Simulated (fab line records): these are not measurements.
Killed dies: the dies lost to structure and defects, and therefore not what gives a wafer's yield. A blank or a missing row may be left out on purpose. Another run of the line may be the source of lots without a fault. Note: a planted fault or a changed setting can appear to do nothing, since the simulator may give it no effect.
Problem report, 8D (eight disciplines) form, completed by code || flow n5 finfet || the parts of the form that need people (team, actions taken, sign-off) are left out

## 1. WHAT WENT WRONG
Mean of spin speed rpm at N5_BEOL_M13_COAT_22: 2701.1 rpm across 6 wafers in 2 lots; on wafers with no fault it is 2888.0 rpm (standard deviation 2.1). Relative to the usual mean, that is a shift of -89 standard deviations.
The step: resist thk 300 nm.
Seen first at day 17 10:53 on litho track-03, wafer L876.1. At this step, 12 wafers from 4 lots have a number in the record. The rule behind "out" and "out of limits": a value lying over 4 standard deviations away from the usual mean. The other wafers with a number count as sound.

## 2. WHAT IT IS; WHAT IT IS NOT
{"question": "which readings at this step", "is": "spin speed rpm", "is not": "chill plate temp C"}
{"question": "which lots", "is": "L876, L877", "is not": "L868, L878"}
{"question": "which wafers of those lots", "is": "all that have a number", "is not": "-"}
{"question": "read on which tools", "is": "litho track-03", "is not": "litho track-02"}
{"question": "when", "is": "from day 17 10:53", "is not": "up to then (3 sound wafers); but 3 sound wafers of L878 came after"}

## 3. THE SUSPECTS, EACH WITH WHAT RULES IT OUT
Counting: a tool at any process step up to the reading remains a suspect when it ran all the lots that are out and ran no sound lot after the first of those.
- litho track-03 at N5_BEOL_M13_COAT_22 (resist thk 300 nm): kept. It processed each lot that is out, first L876 at day 17 10:53, and no sound lot thereafter; up to then, the last sound lot it processed was L868 at day 15 12:43. Its own spin speed rpm readings are out on those wafers.
Remaining after the count: litho track-03 at N5_BEOL_M13_COAT_22.

## 4. THE CAUSE (what the simulator had put in)
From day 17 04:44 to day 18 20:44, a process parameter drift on litho track-03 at N5_BEOL_M13_COAT_22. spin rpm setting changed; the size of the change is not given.
After counting, this tool was the only one left.

## 5. THE CHAIN OF EFFECTS, in route order
One row per reading whose mean, taken over the struck wafers that have a number, lies over 3 standard deviations from the usual. Readings are gone through only where the record gives a usual standard deviation; hours: the median, over the lots, of the time from a lot's start at the first step in this table giving one to that lot's start at this step; sigmas: the change measured in usual standard deviations.
{"hours": 0, "step": "N5_BEOL_M13_COAT_22", "reading": "spin speed rpm", "usual": "2888.0 rpm", "on struck wafers": 2701.1, "change": -186.9, "sigmas": -89}
It contains these process steps:
- N5_BEOL_M13_COAT_22: resist thk 300 nm.

## 6. HOW IT WOULD HAVE BEEN CAUGHT EARLIER
First out-of-limits reading in this record: day 17 10:53, which is 6 hours after fault onset at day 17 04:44.
